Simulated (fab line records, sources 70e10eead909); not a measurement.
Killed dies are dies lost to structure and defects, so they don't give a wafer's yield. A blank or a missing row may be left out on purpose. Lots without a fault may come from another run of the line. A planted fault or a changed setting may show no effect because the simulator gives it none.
fab line records | flow nand_harc | part 1 of 2: steps 1 to 23 of 34
record lots=5 wafers=15 last_day=34
route steps=1302 shown P_GATE@128
lots that met no fault: from a run of the same line without faults
start_h: hours from the record's first day to the start of the lot's first wafer shown | wait_h: hours since the lot's step before | " the same as in the row above | L1.1+2: a row that stands for several wafers | - no value, or no start given | * or withheld: withheld | < > ~ a bound
route shown NAME@n: a module of which the file shows steps, and the number in the route of the first | usual: mean/standard deviation of fault-free wafers | same: alike in all rows | chamber/n: place in a boat | sites: the reading at each site | _std_site: their standard deviation | _edge_site: outer sites' mean less inner sites' | radius_mm: how far each site lies from the wafer's centre | mask NAME#n: copy n | behind: the tool/chamber that last shaped the wafer | hold: why the lot was held/for how many hours/how that ended | device: the transistor (n, p or np) that didn't switch | end of line: the same wafers' tests at the end of the route | a step without rows: its recipe alone | killed: dies lost to structure and defects at the first sort, not the wafer's yield | map: a wafer's dies, x killed, . not, _ none there
set.NAME: the setting as run; set.NAME@STEP: as run at that earlier step | model.NAME: the simulator's own value behind a step, which no gauge read
lots at some steps of the route; a table a step, a row a wafer
services: from which hour (start_h, from the record's first day; less than 0 if before it) a tool's chamber was out of use, for how many hours, and why
## steps
# step NHARC_P_GATE_SRD_72
# columns lot.wafer tool chamber start_h wait_h
L082.1+3+6 wet_bench-05 7,1,3 - -
L089.6+2+4 wet_bench-01 3,4,6 - -
L091.2+4+6 wet_bench-04 7,1,3 - -
L095.2+4+5 wet_bench-04 7,2,3 - -
L097.4+5+6 wet_bench-05 3,6,0 - -
# step NHARC_P_GATE_OXIDE_16
# recipe target_thk_a=30 temp_c=875 ox_time_s=392 material=SiO2
# usual spike_tc_lower_C=874.6/1 spike_tc_upper_C=875.8/1.2 zone_power_top_pct=32.3/2.6
# columns lot.wafer tool chamber start_h wait_h spike_tc_lower_C spike_tc_upper_C zone_power_top_pct
L082.1 furnace-02 0 166.34 - 874.1 874.5 31.9
L082.3 " 0 " " 875.6 875.8 32.7
L082.6 " 0 " " 875.2 876.9 31.9
L089.2 furnace-02 0 233.09 - 874.0 875.6 32.4
L089.4 " 0 " " 873.5 876.4 31.6
L089.6 " 0 " " 874.7 875.9 32.5
L091.2 furnace-05 0 251.37 - 874.0 876.8 29.9
L091.4 " 0 " " 875.1 876.4 30.3
L091.6 " 0 " " 873.6 876.2 29.6
L095.2 furnace-02 0 291.29 - 876.0 876.5 31.9
L095.4 " 0 " " 875.1 875.7 32.2
L095.5 " 0 " " 875.6 875.3 32.6
L097.4 furnace-02 0 311.34 - 876.4 877.2 31.8
L097.5 " 0 " " 874.1 877.0 32.4
L097.6 " 0 " " 873.3 877.1 32.2
# step NHARC_P_GATE_CVD_17
# recipe target_thk_a=1500 temp_c=620 time_s=900 material=poly-Si
# usual spike_tc_lower_C=622.1/1.2 spike_tc_upper_C=620.2/1.8 zone_power_top_pct=18.7/1.4
# columns lot.wafer tool chamber start_h wait_h spike_tc_lower_C spike_tc_upper_C zone_power_top_pct
L082.1 lpcvd_poly-03 0 172.52 2.6 621.5 618.3 19.8
L082.3 " 0 " " 621.5 620.0 20.1
L082.6 " 0 " " 620.7 618.8 19.8
L089.2 lpcvd_poly-01 0 239.16 2.5 620.3 623.2 20.0
L089.4 " 0 " " 623.0 620.4 19.6
L089.6 " 0 " " 623.1 621.3 19.9
L091.2 lpcvd_poly-02 0 257.57 2.7 621.8 618.6 16.9
L091.4 " 0 " " 622.7 620.2 16.8
L091.6 " 0 " " 622.8 619.4 16.7
L095.2 lpcvd_poly-02 0 297.61 2.7 621.7 619.2 16.8
L095.4 " 0 " " 622.7 619.6 16.8
L095.5 " 0 " " 621.6 618.5 17.0
L097.4 lpcvd_poly-02 0 317.55 2.7 623.2 620.0 17.1
L097.5 " 0 " " 621.2 618.1 16.7
L097.6 " 0 " " 623.9 620.1 17.3
# step NHARC_P_GATE_HM_DEP_102
# recipe target_thk_a=1200 temp_c=400 material=aC
# usual throttle_valve_pct=35.001/0.0087
# columns lot.wafer tool chamber start_h wait_h throttle_valve_pct
L082.1 acl_dep-02 0 175.47 0.7 35.007
L082.3 " 0 " " 34.995
L082.6 " 0 " " 35.001
L089.2 acl_dep-03 0 243.00 1.6 35.009
L089.4 " 0 " " 35.013
L089.6 " 0 " " 35.009
L091.2 acl_dep-01 0 264.10 4.3 35.006
L091.4 " 0 " " 35.006
L091.6 " 0 " " 35.001
L095.2 acl_dep-02 0 300.37 0.5 35.018
L095.4 " 0 " " 35.004
L095.5 " 0 " " 35.011
L097.4 acl_dep-01 0 320.48 0.7 34.992
L097.5 " 0 " " 35.008
L097.6 " 0 " " 35.004
# step NHARC_P_GATE_DEP_103
# recipe target_thk_a=300 target_thk_nm=30 temp_c=400 flow_sccm=200 rf_w=350 material=SiON
# usual heater_power_w=752/63 rf_fwd_power_W=348.2/1.1
# columns lot.wafer tool chamber start_h wait_h heater_power_w rf_fwd_power_W
L082.1 pecvd-03 1 176.13 0.6 731 348.8
L082.3 " 0 " " 789 347.6
L082.6 " 1 " " 726 349.5
L089.2 pecvd-01 1 243.61 0.5 599 349.6
L089.4 " 2 " " 771 348.8
L089.6 " 1 " " 609 349.7
L091.2 pecvd-03 1 264.69 0.5 756 346.8
L091.6 " 0 " " 695 346.8
L091.4 " 1 " " 753 349.2
L095.2 pecvd-02 2 300.96 0.5 627 346.6
L095.4 " 1 " " 702 348.2
L095.5 " 2 " " 614 346.8
L097.5 pecvd-02 0 321.04 0.3 679 349.0
L097.4 " 1 " " 722 347.6
L097.6 " 2 " " 752 348.7
# step NHARC_P_GATE_DEHYDRATE_18
# recipe temp_c=150 time_s=120
# columns lot.wafer tool chamber start_h wait_h
L082.1+3+6 litho_track-01 0 176.40 0.2
L089.2+4+6 litho_track-06 0 243.82 0.2
L091.2+4+6 litho_track-04 0 264.93 0.2
L095.2+4+5 litho_track-06 0 301.20 0.2
L097.4+5+6 litho_track-04 0 321.23 0.1
# step NHARC_P_GATE_HMDS_19
# recipe time_s=30
# columns lot.wafer tool chamber start_h wait_h
L082.1+3+6 litho_track-01 0 - -
L089.2+4+6 litho_track-06 0 - -
L091.2+4+6 litho_track-04 0 - -
L095.2+4+5 litho_track-06 0 - -
L097.4+5+6 litho_track-04 0 - -
# step NHARC_P_GATE_COAT_20
# recipe spin_rpm=1500 resist_thk_nm=90
# columns lot.wafer tool chamber start_h wait_h
L082.1+3+6 litho_track-01 0 - -
L089.2+4+6 litho_track-06 0 - -
L091.2+4+6 litho_track-04 0 - -
L095.2+4+5 litho_track-06 0 - -
L097.4+5+6 litho_track-04 0 - -
# step NHARC_P_GATE_SOFTBAKE_21
# recipe temp_c=105 time_s=55
# columns lot.wafer tool chamber start_h wait_h
L082.1+3+6 litho_track-01 0 - -
L089.2+4+6 litho_track-06 0 - -
L091.2+4+6 litho_track-04 0 - -
L095.2+4+5 litho_track-06 0 - -
L097.4+5+6 litho_track-04 0 - -
# step NHARC_P_GATE_EBR_22
# columns lot.wafer tool chamber start_h wait_h
L082.1+3+6 litho_track-01 0 - -
L089.2+4+6 litho_track-06 0 - -
L091.2+4+6 litho_track-04 0 - -
L095.2+4+5 litho_track-06 0 - -
L097.4+5+6 litho_track-04 0 - -
# step NHARC_P_GATE_EXPOSE_23
# recipe na=1.35 target_cd_nm=120 dose_mj=93.91 mask_id=P_GATE
# same na=1.35
# columns lot.wafer tool chamber start_h wait_h mask
L082.1+3+6 arfi_scanner-02 0 176.54 - P_GATE#0
L089.2+4+6 arfi_scanner-03 0 244.09 - P_GATE#0
L091.2+4+6 arfi_scanner-03 0 265.20 - P_GATE#0
L095.2+4+5 arfi_scanner-02 0 301.47 - P_GATE#0
L097.4+5+6 arfi_scanner-02 0 321.51 - P_GATE#0
# step NHARC_P_GATE_PEB_24
# recipe peb_temp_c=100 peb_time_s=65
# columns lot.wafer tool chamber start_h wait_h
L082.1+3+6 litho_track-06 0 176.60 0.1
L089.2+4+6 litho_track-04 0 244.15 0.1
L091.2+4+6 litho_track-04 0 265.26 0.1
L095.2+4+5 litho_track-01 0 301.53 0.1
L097.4+5+6 litho_track-04 0 321.56 0.0
# step NHARC_P_GATE_DEVELOP_25
# recipe develop_time_s=35 dev_temp_c=23
# columns lot.wafer tool chamber start_h wait_h
L082.1+3+6 litho_track-06 0 - -
L089.2+4+6 litho_track-04 0 - -
L091.2+4+6 litho_track-04 0 - -
L095.2+4+5 litho_track-01 0 - -
L097.4+5+6 litho_track-04 0 - -
# step NHARC_P_GATE_CD_MEAS_26
# recipe target_cd_nm=120 landing_energy_ev=500
# usual cd_nm=120.0/0.78
# columns lot.wafer tool chamber start_h wait_h cd_nm
L082.1 cd_sem-01 0 176.68 - 119.6
L082.3 " 0 " " 120.6
L082.6 " 0 " " 120.9
L089.2 cd_sem-01 0 244.23 - 119.2
L089.4 " 0 " " 119.1
L089.6 " 0 " " 118.6
L091.2 cd_sem-02 0 265.34 - 119.7
L091.4 " 0 " " 118.1
L091.6 " 0 " " 119.1
L095.2 cd_sem-02 0 301.62 - 121.3
L095.4 " 0 " " 120.9
L095.5 " 0 " " 120.4
L097.4 cd_sem-03 0 321.64 - 119.3
L097.5 " 0 " " 120.3
L097.6 " 0 " " 119.8
# step NHARC_P_GATE_OVL_MEAS_27
# usual overlay_x_nm=0.1/1.1 overlay_y_nm=0.1/0.77
# columns lot.wafer tool chamber start_h wait_h overlay_x_nm overlay_y_nm
L082.1 overlay-01 - 176.77 - -1.1 -0.7
L082.3 " - " " -0.9 -1.1
L082.6 " - " " -0.5 -0.8
L089.2 overlay-02 - 244.32 - 0.1 -0.3
L089.4 " - " " 0.3 -0.2
L089.6 " - " " -0.3 0.0
L091.2 overlay-02 - 265.43 - 0.2 0.2
L091.4 " - " " 0.1 -0.3
L091.6 " - " " 0.1 -0.4
L095.2 overlay-02 - 301.71 - -0.4 1.7
L095.4 " - " " 0.0 2.2
L095.5 " - " " 0.1 1.4
L097.4 overlay-02 - 321.73 - 1.5 -0.1
L097.5 " - " " 1.6 -0.1
L097.6 " - " " 1.8 -0.3
# step NHARC_P_GATE_INSPECT_28
# usual raw_defect_count=7/3.3
# columns lot.wafer tool chamber start_h wait_h raw_defect_count
L082.1 defect_inspect-02 - 176.81 0.0 3
L082.3 " - " " 6
L082.6 " - " " 8
L089.2 defect_inspect-01 - 244.36 0.0 8
L089.4 " - " " 11
L089.6 " - " " 13
L091.2 defect_inspect-02 - 265.46 0.0 5
L091.4 " - " " 6
L091.6 " - " " 5
L095.2 defect_inspect-02 - 301.74 0.0 11
L095.4 " - " " 13
L095.5 " - " " 11
L097.4 defect_inspect-02 - 321.76 0.0 10
L097.5 " - " " 7
L097.6 " - " " 4
# step NHARC_P_GATE_DESCUM_31
# recipe time_s=3 o2_flow_sccm=200 ar_flow_sccm=0 bias_power_w=0 chemistry=O2
# usual drypump_motor_current_A=5.7/0.48 oes_product_au=1.000/0.0083 rf_vpp_V=57.7/0.92 showerhead_plenum_p_Torr=1.89/0.081 throttle_valve_pct=11.312/0.0085
# columns lot.wafer tool chamber start_h wait_h drypump_motor_current_A oes_product_au rf_hours_counter_h rf_vpp_V showerhead_plenum_p_Torr throttle_valve_pct
L082.3 rie_diel-07 2 176.87 0.1 5.5 0.989 4 58.5 2.06 11.318
L082.1 " 0 " " 6.5 1.009 4 57.7 1.99 11.315
L082.6 " 2 " " 5.4 0.986 - 58.9 2.06 11.321
L089.4 rie_diel-06 3 244.42 0.1 5.8 0.998 6 59.0 1.96 11.320
L089.2 " 1 " " 5.0 1.000 4 58.3 1.94 11.315
L089.6 " 2 " " 5.8 1.002 - 58.4 1.80 11.309
L091.4 rie_diel-11 1 265.53 0.1 5.6 0.994 0 57.0 1.91 11.313
L091.2 " 2 " " 6.3 1.009 0 57.4 1.85 11.323
L091.6 " 0 " " 5.9 1.004 - 56.6 1.81 11.305
L095.2 rie_diel-06 2 301.81 0.1 5.8 1.006 10 57.5 1.79 11.322
L095.4 " 1 " " 5.0 1.002 - 57.2 1.94 11.316
L095.5 " 3 " " 5.8 1.006 - 58.3 1.96 11.314
L097.4 rie_diel-11 2 321.82 0.1 6.3 1.009 3 58.5 1.85 11.312
L097.5 " 2 " " 6.3 1.006 - 57.3 1.85 11.323
L097.6 " 3 " " 4.9 0.984 - 56.7 1.81 11.295
# step NHARC_P_GATE_ETCH_104
# recipe target_depth_a=600 time_s=withheld cf4_flow_sccm=100 chf3_flow_sccm=30 ar_flow_sccm=0 rf_w=500 bias_w=200 chemistry=CF4/CHF3
# usual drypump_motor_current_A=5.7/0.49 oes_product_au=0.942/0.022 rf_fwd_power_W=491.7/2.5 rf_vpp_V=369.8/2.3 showerhead_plenum_p_Torr=1.55/0.064 throttle_valve_pct=16.802/0.009
# columns lot.wafer tool chamber start_h wait_h drypump_motor_current_A oes_product_au rf_fwd_power_W rf_vpp_V showerhead_plenum_p_Torr throttle_valve_pct
L082.1 rie_diel-07 1 176.95 0.1 5.3 0.930 491.2 368.9 1.49 16.794
L082.3 " 0 " " 6.5 0.939 490.8 372.6 1.64 16.804
L082.6 " 2 " " 5.4 0.924 493.9 374.6 1.68 16.805
L089.4 rie_diel-06 2 244.50 0.1 5.8 0.933 489.0 366.7 1.48 16.794
L089.2 " 0 " " 6.1 0.937 489.6 368.7 1.56 16.798
L089.6 " 3 " " 5.8 0.925 489.1 371.0 1.61 16.784
L091.2 rie_diel-11 3 265.61 0.1 4.9 0.972 494.0 368.3 1.50 16.797
L091.4 " 0 " " 6.0 0.954 490.0 368.1 1.49 16.797
L091.6 " 2 " " 6.3 0.981 486.4 368.8 1.52 16.817
L095.2 rie_diel-06 1 301.91 0.1 5.0 0.974 492.8 371.9 1.60 16.795
L095.5 " 3 " " 5.7 0.964 488.0 373.2 1.61 16.809
L095.4 " 1 " " 5.0 0.974 492.0 370.7 1.60 16.802
L097.4 rie_diel-11 2 321.91 0.1 6.3 0.928 490.4 368.6 1.52 16.800
L097.6 " 1 " " 5.6 0.928 496.2 371.1 1.57 16.795
L097.5 " 2 " " 6.3 0.936 489.2 367.2 1.52 16.809
# step NHARC_P_GATE_HM_OPEN_105
# recipe target_depth_a=3600 o2_flow_sccm=400 cos_flow_sccm=20 ar_flow_sccm=0 rf_w=500 bias_w=300 chemistry=O2/COS
# usual drypump_motor_current_A=5.7/0.49 oes_product_au=1.000/0.0082 rf_fwd_power_W=498.0/1.7 rf_vpp_V=466.2/2.8 showerhead_plenum_p_Torr=3.08/0.13 throttle_valve_pct=28.330/0.0092
# columns lot.wafer tool chamber start_h wait_h drypump_motor_current_A oes_product_au rf_fwd_power_W rf_hours_counter_h rf_vpp_V showerhead_plenum_p_Torr throttle_valve_pct
L082.1 rie_diel-07 2 - - 5.4 0.990 500.0 4 471.7 3.34 28.336
L082.3 " 3 " " 6.2 1.009 498.8 4 464.3 2.98 28.327
L082.6 " 3 " " 6.2 1.006 499.6 - 464.8 2.98 28.318
L089.4 rie_diel-06 1 - - 5.0 1.002 500.3 4 468.7 3.17 28.323
L089.2 " 2 " " 5.8 1.009 494.3 6 462.6 2.94 28.327
L089.6 " 3 " " 5.8 0.993 498.1 - 468.7 3.20 28.330
L091.2 rie_diel-11 1 - - 5.6 0.993 500.4 0 466.7 3.12 28.335
L091.4 " 2 " " 6.3 1.000 497.6 0 465.7 3.02 28.324
L091.6 " 1 " " 5.6 1.001 499.4 - 467.2 3.12 28.332
L095.2 rie_diel-06 1 - - 5.0 1.011 501.7 10 468.0 3.17 28.345
L095.4 " 1 " " 5.0 1.000 500.5 - 467.4 3.17 28.316
L095.5 " 2 " " 5.8 1.004 495.8 - 462.7 2.94 28.333
L097.4 rie_diel-11 2 - - 6.3 0.998 497.2 3 464.8 3.02 28.328
L097.6 " 2 " " 6.3 1.001 496.7 - 463.6 3.02 28.309
L097.5 " 3 " " 4.9 0.995 495.2 - 464.2 2.97 28.330
# step NHARC_P_GATE_STRIP_106
# recipe o2_flow_sccm=400 cos_flow_sccm=20 ar_flow_sccm=0 bias_w=0 chemistry=O2/COS
# columns lot.wafer tool chamber start_h wait_h
L082.3+1+6 rie_diel-07 0,3,1 - -
L089.4+2+6 rie_diel-06 1,0,2 - -
L091.2+4+6 rie_diel-11 1,0,2 - -
L095.2+5+4 rie_diel-06 2,1,2 - -
L097.4+5+6 rie_diel-11 0,3,0 - -
# step NHARC_P_GATE_ETCH_114
# recipe target_depth_a=300 overetch_a=30 time_s=16.5 ion_energy_ev=100 cf4_flow_sccm=80 o2_flow_sccm=20 ar_flow_sccm=0 rf_w=300 bias_w=100 chemistry=CF4/O2
# usual drypump_motor_current_A=5.7/0.49 oes_product_au=1.001/0.009 rf_fwd_power_W=293.7/1.6 rf_vpp_V=197.4/1.3 showerhead_plenum_p_Torr=1.32/0.056 throttle_valve_pct=13.397/0.009
# columns lot.wafer tool chamber start_h wait_h drypump_motor_current_A oes_product_au rf_fwd_power_W rf_hours_counter_h rf_vpp_V showerhead_plenum_p_Torr throttle_valve_pct
L082.1 rie_diel-07 1 - - 5.3 1.003 293.7 4 195.9 1.26 13.381
L082.3 " 3 " " 6.2 0.993 294.6 4 196.7 1.27 13.401
L082.6 " 0 " " 6.5 1.019 291.3 - 199.6 1.39 13.387
L089.4 rie_diel-06 2 - - 5.8 1.001 291.9 6 195.7 1.25 13.399
L089.2 " 1 " " 5.0 0.992 293.6 4 198.6 1.36 13.404
L089.6 " 2 " " 5.8 1.001 291.6 - 196.8 1.25 13.395
L091.2 rie_diel-11 1 - - 5.6 0.992 297.8 0 198.8 1.34 13.395
L091.4 " 2 " " 6.3 1.001 291.1 0 196.8 1.29 13.399
L091.6 " 2 " " 6.3 0.994 291.7 - 196.7 1.29 13.402
L095.2 rie_diel-06 1 - - 5.0 1.007 293.6 10 196.8 1.35 13.395
L095.4 " 3 " " 5.8 1.006 291.9 - 198.4 1.37 13.390
L095.5 " 1 " " 5.0 1.005 293.5 - 198.1 1.35 13.399
L097.4 rie_diel-11 3 - - 4.9 0.996 295.4 3 196.4 1.27 13.383
L097.5 " 2 " " 6.3 1.006 293.6 - 196.5 1.29 13.406
L097.6 " 3 " " 4.9 1.010 295.1 - 197.2 1.27 13.387
# step NHARC_P_GATE_ETCH_32
# recipe target_depth_a=1500 over_etch_frac=1 over_etch_ion_energy_ev=40 time_s=100.1 hbr_flow_sccm=150 cl2_flow_sccm=50 rf_w=400 icp_w=400 bias_w=100 chemistry=HBr/Cl2
# usual drypump_motor_current_A=5.9/0.4 hbr_flow_sccm=150.1/0.49 oes_product_au=1.003/0.011 rf_fwd_power_W=396.8/1.5 throttle_valve_pct=26.405/0.0092
# columns lot.wafer tool chamber start_h wait_h drypump_motor_current_A hbr_flow_sccm oes_product_au rf_fwd_power_W rf_hours_counter_h throttle_valve_pct
L082.3 rie_si-05 1 177.33 - 6.2 149.3 1.010 397.8 0.3 26.423
L082.1 " 0 " " 4.9 150.4 0.985 394.3 0.2 26.424
L082.6 " 1 " " 6.2 149.9 1.004 397.2 - 26.398
L089.2 rie_si-06 0 244.91 - 5.6 149.7 1.011 395.6 1.1 26.404
L089.4 " 1 " " 6.2 150.5 0.991 395.4 1.2 26.417
L089.6 " 3 " " 5.6 150.1 1.000 395.3 - 26.409
L091.4 rie_si-06 3 266.00 - 5.6 149.8 1.009 396.8 0.1 26.426
L091.2 " 1 " " 6.2 149.9 0.989 395.1 0.1 26.405
L091.6 " 2 " " 5.7 149.0 1.006 398.0 - 26.411
L095.2 rie_si-06 3 302.33 - 5.6 150.6 1.002 397.2 0.4 26.406
L095.4 " 3 " " 5.6 150.8 1.005 396.9 - 26.403
L095.5 " 0 " " 5.6 150.6 1.019 396.7 - 26.418
L097.4 rie_si-01 1 322.30 - 6.0 150.4 1.010 396.4 0.6 26.419
L097.6 " 0 " " 6.6 151.1 1.004 397.4 - 26.399
L097.5 " 1 " " 6.0 150.5 1.011 395.1 - 26.416
# step NHARC_P_GATE_STRIP_108
# recipe o2_flow_sccm=500 ar_flow_sccm=0 bias_w=0 chemistry=O2
# usual drypump_motor_current_A=5.7/0.47 oes_product_au=1.002/0.0099 rf_vpp_V=57.6/0.88 showerhead_plenum_p_Torr=3.46/0.12 throttle_valve_pct=17.037/0.0094
# columns lot.wafer tool chamber start_h wait_h drypump_motor_current_A oes_product_au rf_hours_counter_h rf_vpp_V showerhead_plenum_p_Torr throttle_valve_pct
L082.1 rie_diel-11 3 177.49 - 4.9 1.001 7 57.5 3.36 17.051
L082.3 " 2 " " 6.3 1.006 5 57.6 3.42 17.034
L082.6 " 3 " " 4.9 0.994 - 57.6 3.36 17.045
L089.2 rie_diel-07 3 245.04 - 6.2 0.990 8 56.9 3.37 17.029
L089.4 " 2 " " 5.5 0.990 7 57.4 3.77 17.047
L089.6 " 0 " " 6.5 1.003 - 58.5 3.66 17.030
L091.4 rie_diel-06 1 266.14 - 5.0 1.003 6 56.2 3.58 17.047
L091.2 " 3 " " 5.8 1.007 7 58.3 3.62 17.031
L091.6 " 1 " " 5.0 1.012 - 57.0 3.58 17.037
L095.2 rie_diel-11 0 302.57 - 5.9 1.001 3 56.8 3.35 17.033
L095.4 " 0 " " 5.9 1.006 - 56.2 3.35 17.026
L095.5 " 1 " " 5.6 0.984 - 57.3 3.53 17.022
L097.4 rie_diel-11 3 322.47 - 5.0 1.004 3 58.5 3.36 17.023
L097.6 " 1 " " 5.6 0.992 - 57.8 3.53 17.045
L097.5 " 2 " " 6.3 1.003 - 56.9 3.41 17.044
